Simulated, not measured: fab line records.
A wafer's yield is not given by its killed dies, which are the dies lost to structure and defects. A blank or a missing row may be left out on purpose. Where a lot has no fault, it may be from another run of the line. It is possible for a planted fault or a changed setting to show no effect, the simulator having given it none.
Which tool is to blame? | flow n5Finfet | Sampling: 10 lots, 30 wafers, 3 of 1938 route steps

WHAT THE GAUGES SHOWED, per wafer
N5_BEOL_M8_CD_MEAS_35: the cd target is 40 nm.
lot  | measured     | on       | cdNm (nm)
L075 | day 9 07:56  | cdSem-03 | 41.3 40.7 40.7
L076 | day 9 21:41  | cdSem-03 | 40.8 39.4 40.4
L079 | day 10 13:49 | cdSem-01 | 40.5 40.6 39.2
L081 | day 11 07:43 | cdSem-01 | 40.9 40.2 41.4
L084 | day 11 22:50 | cdSem-01 | 40.7 41.7 40.2
L086 | day 12 02:38 | cdSem-01 | 39.8 40.4 40.5
L090 | day 13 08:58 | cdSem-01 | 39.3 40.7 39.8
L093 | day 14 02:12 | cdSem-03 | 39.8 41.1 41.1
L094 | day 14 04:43 | cdSem-03 | 41.2 40.9 40.8
L096 | day 15 01:44 | cdSem-03 | 39.8 39.8 41.1

TOOL THAT RAN EACH LOT (tool first, then ch and the chambers of the sampled wafers, then the start)
lot  | N5_BEOL_M8_DESCUM_33              | N5_BEOL_M8_STRIP_80
L075 | rieDiel-05 ch 1,2,3, day 9 07:20  | rieDiel-05 ch 1,2,3, day 9 07:56 or earlier
L076 | rieDiel-04 ch 0,1,2, day 9 21:06  | rieDiel-04 ch 0,1,2, day 9 21:41 or earlier
L079 | rieDiel-04 ch 0,3, day 10 13:14   | rieDiel-04 ch 0,3, day 10 13:49 or earlier
L081 | rieDiel-01 ch 2,3, day 11 07:08   | rieDiel-01 ch 2,3, day 11 07:43 or earlier
L084 | rieDiel-05 ch 0,1,3, day 11 22:16 | rieDiel-05 ch 0,2,3, day 11 22:50 or earlier
L086 | rieDiel-05 ch 0,2,3, day 12 02:02 | rieDiel-05 ch 0,2,3, day 12 02:38 or earlier
L090 | rieDiel-05 ch 1,2,3, day 13 08:23 | rieDiel-05 ch 1,2,3, day 13 08:58 or earlier
L093 | rieDiel-04 ch 0,1,2, day 14 01:37 | rieDiel-04 ch 0,1,2, day 14 02:12 or earlier
L094 | rieDiel-05 ch 1,3, day 14 04:07   | rieDiel-05 ch 1,3, day 14 04:43 or earlier
L096 | rieDiel-04 ch 0,1,3, day 15 01:08 | rieDiel-04 ch 0,1,3, day 15 01:44 or earlier
- N5_BEOL_M8_DESCUM_33: chemistry O2, time 7 s.
- N5_BEOL_M8_STRIP_80: strips in N2/H2, time 10 s.

THE ANSWER, worked out from the rows above alone
Rule: what is usual is taken from the lots themselves. Put in order of their means at a reading, lots are off if they are a third of the lots or fewer, leave a main group of 4 or more, and stand apart from it by a gap of 3 or more times the standard deviation of the main group's means; of several such gaps the widest counts. A main group whose means are all the same, to the digits that the tables above print for the reading, isn't used. A lot without any number at a reading at which 4 lots or more have one is off too. Any other lot the step has rows for is counted as sound.
Nothing can be told from this: no lot is off at any reading shown.

WHAT THE SIMULATOR HAD PUT IN
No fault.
